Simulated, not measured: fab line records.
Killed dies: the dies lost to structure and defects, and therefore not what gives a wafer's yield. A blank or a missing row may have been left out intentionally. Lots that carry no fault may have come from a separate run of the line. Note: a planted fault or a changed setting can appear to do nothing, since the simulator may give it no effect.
What tool caused it?	flow nand harc	14 lots, 42 wafers sampled, at 4 steps of a route of 1302

## WHAT THE GAUGES READ, wafer by wafer
NHARC_A_WL_FILL_INSPECT_15.
lot	measured	on	raw defect count
L109	day 21 10:29	defect inspect-01	682 504 398
L112	day 21 23:10	defect inspect-02	397 464 428
L111	day 22 10:37	defect inspect-02	514 452 413
L114	day 23 03:01	defect inspect-02	416 614 427
L115	day 23 17:58	defect inspect-02	243 422 333
L118	day 24 16:32	defect inspect-01	426 448 524
L117	day 24 19:43	defect inspect-01	307 391 282
L119	day 25 05:43	defect inspect-02	497 634 599
L126	day 28 09:41	defect inspect-02	560 495 644
L127	day 28 23:18	defect inspect-01	430 386 351
L129	day 29 15:50	defect inspect-01	582 562 701
L130	day 29 15:54	defect inspect-01	357 456 539
L131	day 30 14:13	defect inspect-02	377 373 554
L132	day 31 07:10	defect inspect-02	600 525 617

## WHICH TOOL RAN EACH LOT (tool, then ch and the chambers of the sampled wafers, then the start)
lot	NHARC_A_WL_FILL_ETCHBACK_04	NHARC_A_WL_FILL_STRIP_29	NHARC_A_WL_FILL_ETCHBACK_17
L109	rie metal-02 ch 0,1, day 20 17:29	rie diel-01 ch 2,3, day 21 03:50	rie metal-01 ch 0,1, day 21 03:56
L112	rie metal-03 ch 0,1, day 21 04:02	rie diel-01 ch 0,1, day 21 16:25	rie metal-03 ch 1, day 21 16:30
L111	rie metal-01 ch 0,1, day 21 15:17	rie diel-05 ch 1,2, day 22 04:09	rie metal-02 ch 0,1, day 22 04:16
L114	rie metal-01 ch 0,1, day 22 08:31	rie diel-01 ch 0,3, day 22 20:32	rie metal-02 ch 0,1, day 22 20:37
L115	rie metal-02 ch 0,1, day 22 22:26	rie diel-01 ch 1,2,3, day 23 11:31	rie metal-01 ch 0,1, day 23 11:40
L118	rie metal-02 ch 0,1, day 23 22:59	rie diel-02 ch 0,1,3, day 24 10:02	rie metal-01 ch 0,1, day 24 10:08
L117	rie metal-01 ch 0,1, day 24 02:48	rie diel-05 ch 0,1,2, day 24 13:17	rie metal-01 ch 0,1, day 24 13:23
L119	rie metal-02 ch 0,1, day 24 09:05	rie diel-01 ch 0,2, day 24 23:13	rie metal-02 ch 0,1, day 24 23:20
L126	rie metal-01 ch 0,1, day 27 17:11	rie diel-02 ch 0,1,2, day 28 03:14	rie metal-03 ch 0,1, day 28 03:19
L127	rie metal-02 ch 0,1, day 28 06:17	rie diel-01 ch 1,2,3, day 28 18:44	rie metal-01 ch 0,1, day 28 18:52
L129	rie metal-02 ch 0,1, day 28 17:50	rie diel-05 ch 0,1,2, day 29 09:31	rie metal-02 ch 0,1, day 29 09:36
L130	rie metal-03 ch 0,1, day 28 23:35	rie diel-01 ch 0,2,3, day 29 09:32	rie metal-01 ch 0,1, day 29 09:37
L131	rie metal-02 ch 0,1, day 29 21:40	rie diel-02 ch 0,2,3, day 30 07:41	rie metal-01 ch 0,1, day 30 07:46
L132	rie metal-03 ch 0,1, day 30 09:37	rie diel-01 ch 0,1,3, day 31 00:41	rie metal-02 ch 0,1, day 31 00:46
- NHARC_A_WL_FILL_ETCHBACK_04: etches the open film in NF3, target depth 60 nm, time 120 s.
- NHARC_A_WL_FILL_STRIP_29: strips in O2, time 20 s.
- NHARC_A_WL_FILL_ETCHBACK_17: etches the open film in Cl2/BCl3, target depth 4 nm, time 26.7 s.

## AS READ BY THE TOOLS THEMSELVES (means over the sampled wafers that have a number; for cases with no such wafer, the mark the record gives instead)
NHARC_A_WL_FILL_ETCHBACK_04.
lot	tool	drypump motor current A (A)	oes product au (a.u.)	run length s (s)
L109	rie metal-02	5.59	0.998	141.5
L112	rie metal-03	5.77	1.001	141.8
L111	rie metal-01	5.78	0.997	141.2
L114	rie metal-01	5.87	1.006	141.3
L115	rie metal-02	5.41	1.007	141.5
L118	rie metal-02	5.42	1.001	141.4
L117	rie metal-01	5.76	0.998	141.3
L119	rie metal-02	5.41	1.011	141.3
L126	rie metal-01	5.79	1.003	141.4
L127	rie metal-02	5.40	1.012	141.3
L129	rie metal-02	5.40	1.008	141.6
L130	rie metal-03	5.62	1.009	141.3
L131	rie metal-02	5.57	1.000	141.6
L132	rie metal-03	5.62	0.990	141.1

NHARC_A_WL_FILL_STRIP_29.
lot	tool	drypump motor current A (A)	o2 flow sccm (sccm)	oes product au (a.u.)	rf vpp V (V)	showerhead plenum p Torr (Torr)	throttle valve pct (%)
L109	rie diel-01	6.0	499.1	0.998	57.7	3.45	17.028
L112	rie diel-01	5.6	498.9	1.001	57.7	3.48	17.036
L111	rie diel-05	5.9	500.6	0.996	57.1	3.58	17.037
L114	rie diel-01	5.8	500.0	1.005	57.1	3.43	17.023
L115	rie diel-01	5.8	499.3	0.988	57.8	3.49	17.028
L118	rie diel-02	5.8	498.6	0.999	58.4	3.55	17.032
L117	rie diel-05	5.6	498.2	1.006	57.6	3.65	17.035
L119	rie diel-01	5.3	502.9	1.001	58.4	3.38	17.036
L126	rie diel-02	5.6	499.7	1.001	57.5	3.56	17.040
L127	rie diel-01	5.8	499.6	1.004	57.3	3.49	17.035
L129	rie diel-05	5.7	500.7	0.995	57.1	3.65	17.044
L130	rie diel-01	5.7	499.8	1.009	57.4	3.41	17.034
L131	rie diel-02	5.8	500.3	1.004	57.0	3.46	17.041
L132	rie diel-01	5.9	498.7	1.003	58.1	3.50	17.036

NHARC_A_WL_FILL_ETCHBACK_17.
lot	tool	drypump motor current A (A)	oes product au (a.u.)	run length s (s)
L109	rie metal-01	5.86	1.001	48.2
L112	rie metal-03	5.91	0.996	48.5
L111	rie metal-02	5.41	1.002	48.1
L114	rie metal-02	5.43	1.006	48.0
L115	rie metal-01	5.77	0.994	48.1
L118	rie metal-01	5.82	1.001	43.4
L117	rie metal-01	5.87	0.995	43.7
L119	rie metal-02	5.57	1.006	48.3
L126	rie metal-03	5.63	1.007	47.9
L127	rie metal-01	5.89	0.993	47.9
L129	rie metal-02	5.58	1.005	48.3
L130	rie metal-01	5.85	1.007	48.1
L131	rie metal-01	5.76	1.005	48.0
L132	rie metal-02	5.40	1.012	48.1

## THE ANSWER, worked out from the rows above alone
Rule: the lots themselves supply what counts as usual. The widest of any qualifying gaps counts: lots, ordered by their means at a reading, are off when they make up no more than a third of the lots, leave a main group of 4 or more, and stand apart from it by 3 or more times the standard deviation of that group's means. A main group whose means are all the same, to the digits that the tables above print for the reading, isn't used. A lot without any number at a reading at which 4 lots or more have one is off too. All remaining lots with rows at the step are treated as sound. Order of review: gauges by route order, followed by the tools' own readings, for which a lot's mean as printed above is used. The first step at which some lot is off is used, and at that step the reading that is off furthest; a lot without a number counts as furthest.
Off: L118, L117, at NHARC_A_WL_FILL_ETCHBACK_17 (run length s). Main group: mean 48.1 s, sd 0.17.
If a tool, at that step or one of the process steps before it, ran each lot that is off and ran no sound lot following the first of them, it fits. Of those tried, none fits.

## WHAT WAS PUT IN BY THE SIMULATOR
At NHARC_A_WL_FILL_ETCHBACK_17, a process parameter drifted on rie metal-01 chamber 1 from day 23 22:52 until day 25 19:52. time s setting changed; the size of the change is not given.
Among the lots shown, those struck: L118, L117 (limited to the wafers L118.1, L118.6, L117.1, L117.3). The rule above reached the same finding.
